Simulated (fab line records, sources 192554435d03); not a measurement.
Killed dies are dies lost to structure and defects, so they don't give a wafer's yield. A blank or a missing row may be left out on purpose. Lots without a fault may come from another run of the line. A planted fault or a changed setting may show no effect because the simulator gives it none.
A struck lot beside a sound one | flow n5_finfet | 27 steps out of a route of 1938
Sound: wafers L224.1, L224.4, L224.5. Struck: wafers L230.1, L230.4. (L230.5 of the same lot was not struck and is left out.) The cause comes at the end.
At each step with rows: each side's tool, then ch and its chambers, then its first start. Under that, the readings that differ: sound wafers | struck wafers | difference of the means | sigmas: that difference in standard deviations of wafers without a fault.
alike: readings whose means differ by less than 2 such deviations, and words and numbers that are the same on both sides. not compared: withheld readings, readings that some wafer has no value for, bounds like >300 that may hide the same value, and numbers for which the record gives no deviation and whose values overlap.
The two part at a step that has a row with sigmas, a row that says differs or no value, or rows on one side only. Numbers that don't overlap but have no deviation are shown without sigmas and don't part them. A reading that every wafer of one side lacks parts them only if that side has two wafers or more.

first, 1 step without rows for these wafers: N5_DUMMY_GATE_UV_OZONE_45 (time 120 s).
N5_DUMMY_GATE_INSPECT_27: inspects for defects (brightfield).
  sound on defect_inspect-02, day 3 12:48; struck on defect_inspect-01, day 5 00:13
  alike: raw_defect_count
N5_SPACER0_ALD_07: deposits SiNx, target thk 2 nm.
  sound on ald_sin-01 ch 1,2, day 3 12:50; struck on ald_sin-01 ch 1, day 5 00:44
  alike: chamber_pressure_Torr, heater_power_w
N5_SPACER0_ALD_00: deposits SiOCN, target thk 3.5 nm, pulse time 3 s, purge time 2 s.
  sound on ald_sin-01 ch 1,2, day 3 12:59; struck on ald_sin-01 ch 1, day 5 00:53
  alike: chamber_pressure_Torr, heater_power_w, precursor_pulse_height_rel
N5_SPACER0_ALD_08: deposits SiNx, target thk 2 nm.
  sound on ald_sin-01 ch 1,2, day 3 13:14; struck on ald_sin-01 ch 1, day 5 01:08
  alike: chamber_pressure_Torr, heater_power_w
N5_SPACER0_INSPECT_04: inspects for defects (darkfield).
  sound on defect_inspect-02, day 3 13:24; struck on defect_inspect-01, day 5 01:18
  alike: raw_defect_count
then, 6 steps without rows for these wafers: N5_SD_EPI_N_COAT_32 (time 60 s, resist thk 350 nm); N5_SD_EPI_N_COAT_33 (time 60 s, resist thk 35 nm); N5_SD_EPI_N_COAT_03 (resist thk 150 nm); N5_SD_EPI_N_EBR_05; N5_SD_EPI_N_SOFTBAKE_04 (time 60 s); N5_SD_EPI_N_EXPOSE_06 (exposes mask SD N BLK, target cd 120 nm).
N5_SD_EPI_N_PEB_07: peb time 60 s.
  sound on litho_track-01 ch 0, day 3 13:44; struck on litho_track-01 ch 0, day 5 01:30
  reading                  | sound             | struck      | difference | sigmas
  heater_power_total_W (W) | 177.6 177.3 177.3 | 264.7 271.1 | +90.5      | +60
  alike: exhaust_pa
then, 1 step without rows for these wafers: N5_SD_EPI_N_DEVELOP_08 (develop time 30 s).
N5_SD_EPI_N_CD_MEAS_09: target cd 120 nm.
  sound on cd_sem-03 ch 0, day 3 13:48; struck on cd_sem-02 ch 0, day 5 01:34
  reading    | sound             | struck    | difference | sigmas
  cd_nm (nm) | 121.2 120.8 122.1 | 92.9 92.6 | -28.6      | -22
N5_SD_EPI_N_OVL_MEAS_10:
  sound on overlay-02 ch 0, day 3 13:50; struck on overlay-02 ch 0, day 5 01:36
  alike: SD_N_BLK_OVL
N5_SD_EPI_N_INSPECT_11: inspects for defects (macro).
  sound on defect_inspect-01, day 3 13:51; struck on defect_inspect-01, day 5 01:38
  alike: raw_defect_count
N5_SD_EPI_N_DESCUM_14: chemistry O2, time 7.9 s.
  sound on rie_diel-06 ch 1,2,3, day 3 13:53; struck on rie_diel-03 ch 0,2, day 5 01:40
  reading                   | sound             | struck    | difference | sigmas
  model.SD_EPI_N.cd_nm (nm) | 121.6 120.8 122.2 | 92.6 92.6 | -28.9      |
  alike: bias_power_w, drypump_motor_current_A, oes_product_au, rf_vpp_V, showerhead_plenum_p_Torr, throttle_valve_pct
  not compared: rf_hours_counter_h
then, 5 steps without rows for these wafers: N5_SD_EPI_N_ETCH_34 (etches SiARC in CF4, target depth 45.5 nm, time 75.8 s); N5_SD_EPI_N_ETCH_35 (etches SOC in N2/H2, overetch 108 nm, time 486 s); N5_SD_EPI_N_STRIP_36 (strips in N2/H2); N5_SD_EPI_N_ETCHBACK_44 (etches SiNx in CH3F/O2, stops on SiO2, target depth 14.5 nm); N5_SD_EPI_N_ETCH_45 (etches SiOCN in CH3F/O2, target depth 6 nm).
N5_SD_EPI_N_ETCH_16: etches SiO2 in CHF3/O2, target depth 5 nm.
  sound on rie_diel-06 ch 1,2,3, day 3 14:30; struck on rie_diel-03 ch 0,2, day 5 02:17
  alike: O2_flow_sccm, drypump_motor_current_A, oes_product_au, rf_vpp_V, showerhead_plenum_p_Torr, throttle_valve_pct
  not compared: rf_hours_counter_h
then, 1 step without rows for these wafers: N5_SD_EPI_N_STRIP_47 (strips in CHF3/O2).
N5_SD_EPI_N_SD_RECESS_17: chemistry HBr/Cl2/O2, target depth 41 nm, time 23.7 s, bt time 3 s.
  sound on rie_si-02 ch 2,3, day 3 14:34; struck on rie_si-02 ch 1,3, day 5 02:21
  reading                   | sound             | struck  | difference | sigmas
  model.SD_EPI_N.cd_nm (nm) | 121.2 118.8 123.2 | 91 90.4 | -30        |
  alike: HBr_flow_sccm, O2_flow_sccm, drypump_motor_current_A, oes_product_au, throttle_valve_pct
  not compared: rf_hours_counter_h
N5_SD_EPI_N_STRIP_38: strips in N2/H2.
  sound on plasma_asher-02 ch 0,1, day 3 14:40; struck on plasma_asher-01 ch 0, day 5 02:26
  alike: drypump_motor_current_A, heater_power_w, oes_product_au
  not compared: rf_hours_counter_h

WHERE THEY PART
First at N5_SD_EPI_N_PEB_07; last, within this record, at N5_SD_EPI_N_CD_MEAS_09. Later steps at which nothing parts them and some readings are alike: N5_SD_EPI_N_OVL_MEAS_10, N5_SD_EPI_N_INSPECT_11, N5_SD_EPI_N_DESCUM_14, N5_SD_EPI_N_ETCH_16, N5_SD_EPI_N_SD_RECESS_17, N5_SD_EPI_N_STRIP_38.

WHY: what the simulator had put in
Process parameter drift: litho_track-01, from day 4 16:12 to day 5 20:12, at N5_SD_EPI_N_PEB_07. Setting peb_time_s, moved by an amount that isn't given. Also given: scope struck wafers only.
